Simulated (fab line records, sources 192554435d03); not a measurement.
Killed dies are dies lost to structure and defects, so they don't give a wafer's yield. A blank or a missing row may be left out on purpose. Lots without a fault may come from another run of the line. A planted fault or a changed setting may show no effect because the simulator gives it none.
Chamber matching | flow n5_finfet | N5_BEOL_M9_ETCH_61 on rie_diel-04: 4 sister chambers
The step etches SiARC in CF4, target depth 39 nm, time 65 s. 14 wafers are shown with their chamber, then 7 later ones without.

WAFERS WITH THEIR CHAMBER
wafer  | chamber | drypump_motor_current_A (A) | showerhead_plenum_p_Torr (Torr) | throttle_valve_pct (%)
L074.3 | 3       | 4.9                         | 2.13                            | 15.85
L074.4 | 2       | 4.8                         | 2.09                            | 15.36
L074.5 | 0       | 6.0                         | 2.06                            | 15.66
L085.3 | 0       | 6.0                         | 2.05                            | 15.72
L085.4 | 3       | 4.9                         | 2.12                            | 15.89
L085.5 | 0       | 6.0                         | 2.05                            | 15.73
L088.1 | 0       | 6.0                         | 2.05                            | 15.72
L088.2 | 2       | 4.9                         | 2.08                            | 15.42
L088.3 | 3       | 4.9                         | 2.12                            | 15.91
L087.3 | 2       | 4.8                         | 2.08                            | 15.44
L087.5 | 1       | 5.5                         | 2.18                            | 15.84
L087.6 | 0       | 6.0                         | 2.05                            | 15.75
L092.1 | 3       | 4.9                         | 2.12                            | 15.91
L092.3 | 0       | 6.0                         | 2.05                            | 15.74

SIGNATURES (means of the wafers above)
reading                  | chamber 0 | chamber 1 | chamber 2 | chamber 3 | scatter within a chamber
drypump_motor_current_A  | 6.000     | 5.500     | 4.833     | 4.900     | 0.0258
showerhead_plenum_p_Torr | 2.0517    | 2.1800    | 2.0833    | 2.1225    | 0.00474
throttle_valve_pct       | 15.7200   | 15.8400   | 15.4067   | 15.8900   | 0.033
Rule: a wafer's distance from a chamber is the root of the sum, over the readings, of the square of ((its reading less the chamber's mean) divided by the reading's scatter). The wafer belongs to the nearest chamber; if the next one is less than 2 further off, it can't be placed. The scatter: the root of (the sum of the squares of (reading less its chamber's mean) over the shown wafers, divided by (wafers less chambers)).

WAFERS WITHOUT THEIR CHAMBER
wafer  | drypump_motor_current_A (A) | showerhead_plenum_p_Torr (Torr) | throttle_valve_pct (%)
L092.6 | 5.5                         | 2.18                            | 15.88
L095.1 | 6.0                         | 2.04                            | 15.77
L095.2 | 5.5                         | 2.17                            | 15.89
L095.5 | 5.5                         | 2.17                            | 15.91
L097.1 | 6.0                         | 2.04                            | 15.79
L097.2 | 5.5                         | 2.17                            | 15.89
L097.5 | 4.9                         | 2.11                            | 15.46

WHICH CHAMBER EACH WENT THROUGH
wafer  | from the rows above | in truth
L092.6 | 1                   | 1
L095.1 | 0                   | 0
L095.2 | 1                   | 1
L095.5 | 1                   | 1
L097.1 | 0                   | 0
L097.2 | 1                   | 1
L097.5 | 2                   | 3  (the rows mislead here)
Placed correctly: 6 of 7. Can't be placed from these rows: 0. Placed wrongly: 1.
